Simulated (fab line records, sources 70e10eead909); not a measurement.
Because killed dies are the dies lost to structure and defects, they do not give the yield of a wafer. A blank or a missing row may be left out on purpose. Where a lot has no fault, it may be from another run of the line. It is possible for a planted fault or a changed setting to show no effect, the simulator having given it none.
The tool behind it: which one? ; flow nand harc ; Sampling: 13 lots, 37 wafers, 5 of 1302 route steps

## WHAT EACH GAUGE READ, for each wafer
NHARC_END_SORT_01. Usual: killed at array 56, standard deviation 17; killed at other 1.2, standard deviation 1.4; killed at periphery 4, standard deviation 3.2; killed dies 61, standard deviation 16; killed open 3.6, standard deviation 2.1; killed short 2.7, standard deviation 1.8.
lot;measured;on;killed at array;killed at other;killed at periphery;killed dies;killed open;killed short;flag
L764;day 26 11:51;prober-01;60 71 74;0 0 0;4 3 2;64 74 76;3 6 4;2 1 5;
L765;day 26 09:25;prober-02;34 22 23;1 3 1;14 4 10;49 29 34;4 2 4;8 3 4;
L774;day 30 12:55;prober-01;64 76;0 3;3 2;67 81;0 5;0 2;
L775;day 30 19:56;prober-01;57 48;2 0;1 2;60 50;4 7;2 1;

## EACH LOT AND THE TOOL THAT RAN IT (in order: tool; ch and the chambers of the sampled wafers; start)
lot;NHARC_A_CHANNEL_HOLE_D1_ETCH_19;NHARC_A_CHANNEL_HOLE_D1_ETCH_26;NHARC_A_CHANNEL_FILL_D1_ALD_03;NHARC_A_CHANNEL_FILL_D1_ALD_16
L760;har etch-01 ch 0,1, day 8 18:53;har etch-01 ch 0,1, day 8 22:41;ald sin batch-03 ch 0, day 9 12:56 or earlier;ald hk-04 ch 0,3, day 9 12:56
L762;har etch-02 ch 0,1, day 9 08:19;har etch-02 ch 0,1, day 9 12:05;ald sin batch-03 ch 0, day 10 02:34 or earlier;ald hk-01 ch 1,2,3, day 10 02:34
L764;har etch-01 ch 0,1, day 10 08:23;har etch-01 ch 0,1, day 10 12:10;ald sin batch-02 ch 0, day 11 02:30 or earlier;ald hk-01 ch 0,2,3, day 11 02:30
L765;har etch-01 ch 0,1, day 10 14:40;har etch-01 ch 0,1, day 10 18:26;ald sin batch-01 ch 0, day 11 11:05 or earlier;ald hk-03 ch 0,2,3, day 11 11:05
L766;har etch-01 ch 0,1, day 10 23:14;har etch-01 ch 0,1, day 11 03:01;ald sin batch-03 ch 0, day 11 18:20 or earlier;ald hk-01 ch 0,1,2, day 11 18:20
L767;har etch-01 ch 0,1, day 11 19:46;har etch-01 ch 0,1, day 11 23:32;ald sin batch-03 ch 0, day 12 14:11 or earlier;ald hk-03 ch 0,3, day 12 14:11
L768;har etch-02 ch 0, day 12 02:59;har etch-02 ch 0, day 12 06:46;ald sin batch-03 ch 0, day 12 21:01 or earlier;ald hk-04 ch 0,1, day 12 21:01
L769;har etch-01 ch 0,1, day 12 15:33;har etch-01 ch 0,1, day 12 19:22;ald sin batch-03 ch 0, day 13 11:00 or earlier;ald hk-01 ch 0,2,3, day 13 11:00
L774;har etch-02 ch 1, day 14 18:20;har etch-02 ch 1, day 14 22:11;ald sin batch-03 ch 0, day 15 12:41 or earlier;ald hk-04 ch 2,3, day 15 12:41
L775;har etch-01 ch 0,1, day 14 21:40;har etch-01 ch 0,1, day 15 01:28;ald sin batch-01 ch 0, day 15 16:04 or earlier;ald hk-04 ch 3, day 15 16:04
L781;har etch-02 ch 0,1, day 17 12:23;har etch-02 ch 0,1, day 17 16:13;ald sin batch-01 ch 0, day 18 06:56 or earlier;ald hk-04 ch 0,1,2, day 18 06:56
L782;har etch-01 ch 0,1, day 17 19:35;har etch-01 ch 0,1, day 17 23:23;ald sin batch-01 ch 0, day 18 13:47 or earlier;ald hk-01 ch 0,1,3, day 18 13:47
L783;har etch-02 ch 0, day 18 08:28;har etch-02 ch 0, day 18 12:14;ald sin batch-01 ch 0, day 19 03:11 or earlier;ald hk-01 ch 0,1,3, day 19 03:11
- NHARC_A_CHANNEL_HOLE_D1_ETCH_19: etches the open film in C4F8/O2/Ar, time 34.5 s.
- NHARC_A_CHANNEL_HOLE_D1_ETCH_26: etches the open film in C4F8/O2/Ar, time 224.1 s, target depth 300 nm.
- NHARC_A_CHANNEL_FILL_D1_ALD_03: deposits SiNx, target thk 6 nm, pulse time 60 s, ald cycles 58.
- NHARC_A_CHANNEL_FILL_D1_ALD_16: deposits SiO2, target thk 1.5 nm, pulse time 10 s, ald cycles 15.

## AS READ BY THE TOOLS THEMSELVES (means over the sampled wafers that have a number; for cases with no such wafer, the mark the record gives instead)
NHARC_A_CHANNEL_HOLE_D1_ETCH_19. Usual: drypump motor current A 5.2 A, standard deviation 0.54; showerhead plenum p Torr 3.73 Torr, standard deviation 0.037; throttle valve pct 37.038 %, standard deviation 0.0092.
lot;tool;drypump motor current A (A);showerhead plenum p Torr (Torr);throttle valve pct (%);flag
L760;har etch-01;5.1;3.78;37.035;
L762;har etch-02;4.8;3.75;37.039;
L764;har etch-01;5.1;3.76;37.041;
L765;har etch-01;5.5;3.76;37.037;
L766;har etch-01;5.5;3.76;37.046;
L767;har etch-01;5.1;3.75;37.036;
L768;har etch-02;4.7;3.70;37.033;
L769;har etch-01;5.5;3.75;37.033;
L774;har etch-02;5.1;3.77;37.027;
L775;har etch-01;5.3;3.73;37.045;
L781;har etch-02;4.8;3.69;37.032;
L782;har etch-01;5.1;3.70;37.035;
L783;har etch-02;4.7;3.65;37.041;

NHARC_A_CHANNEL_HOLE_D1_ETCH_26. Usual: drypump motor current A 5.2 A, standard deviation 0.53; showerhead plenum p Torr 3.74 Torr, standard deviation 0.038; throttle valve pct 24.584 %, standard deviation 0.0096.
lot;tool;drypump motor current A (A);showerhead plenum p Torr (Torr);throttle valve pct (%);flag
L760;har etch-01;5.1;3.78;24.585;
L762;har etch-02;4.8;3.75;24.575;
L764;har etch-01;5.2;3.77;24.586;
L765;har etch-01;5.5;3.76;24.585;
L766;har etch-01;5.5;3.76;24.580;
L767;har etch-01;5.2;3.75;24.588;
L768;har etch-02;4.7;3.70;24.581;
L769;har etch-01;5.6;3.75;24.590;
L774;har etch-02;5.1;3.77;24.588;
L775;har etch-01;5.3;3.73;24.588;
L781;har etch-02;4.8;3.69;24.583;
L782;har etch-01;5.1;3.70;24.587;
L783;har etch-02;4.7;3.65;24.588;

NHARC_A_CHANNEL_FILL_D1_ALD_03. Usual: chamber pressure Torr 2.000 Torr, standard deviation 0.0044; precursor pulse height rel 1.001, standard deviation 0.021.
lot;tool;chamber pressure Torr (Torr);precursor pulse height rel;flag
L760;ald sin batch-03;1.993;1.009;
L762;ald sin batch-03;1.999;1.009;
L764;ald sin batch-02;2.005;1.020;
L765;ald sin batch-01;1.994;1.005;
L766;ald sin batch-03;1.999;1.001;
L767;ald sin batch-03;2.003;0.996;
L768;ald sin batch-03;1.999;1.008;
L769;ald sin batch-03;2.000;0.999;
L774;ald sin batch-03;1.999;0.999;
L775;ald sin batch-01;1.997;1.014;
L781;ald sin batch-01;2.007;1.000;
L782;ald sin batch-01;1.993;1.012;
L783;ald sin batch-01;2.000;0.990;

NHARC_A_CHANNEL_FILL_D1_ALD_16. Usual: heater power w 478 W, standard deviation 55; precursor pulse height rel 1.001, standard deviation 0.018.
lot;tool;heater power w (W);precursor pulse height rel;flag
L760;ald hk-04;488;1.014;
L762;ald hk-01;483;1.002;
L764;ald hk-01;437;0.997;
L765;ald hk-03;501;0.997;
L766;ald hk-01;488;0.991;
L767;ald hk-03;557;1.014;
L768;ald hk-04;493;1.006;
L769;ald hk-01;439;1.001;
L774;ald hk-04;470;1.019;
L775;ald hk-04;455;1.015;
L781;ald hk-04;500;1.001;
L782;ald hk-01;447;0.982;
L783;ald hk-01;447;1.002;

## THE ANSWER, worked out from the rows above alone
Rule: a lot is off if the mean of its wafers that have a number lies more than 3 standard deviations from the usual mean. A lot without any number at a reading at which 4 lots or more have one is off too. The other lots that the step has rows for count as sound. After the gauges, taken in route order, come the tools' own readings; for these a lot's mean is taken, as printed above. The first step at which some lot is off is used, and at that step the reading that is off furthest; a lot without a number counts as furthest.
Nothing can be told from this: no lot is off at any reading shown.

## WHAT THE SIMULATOR HAD PUT IN
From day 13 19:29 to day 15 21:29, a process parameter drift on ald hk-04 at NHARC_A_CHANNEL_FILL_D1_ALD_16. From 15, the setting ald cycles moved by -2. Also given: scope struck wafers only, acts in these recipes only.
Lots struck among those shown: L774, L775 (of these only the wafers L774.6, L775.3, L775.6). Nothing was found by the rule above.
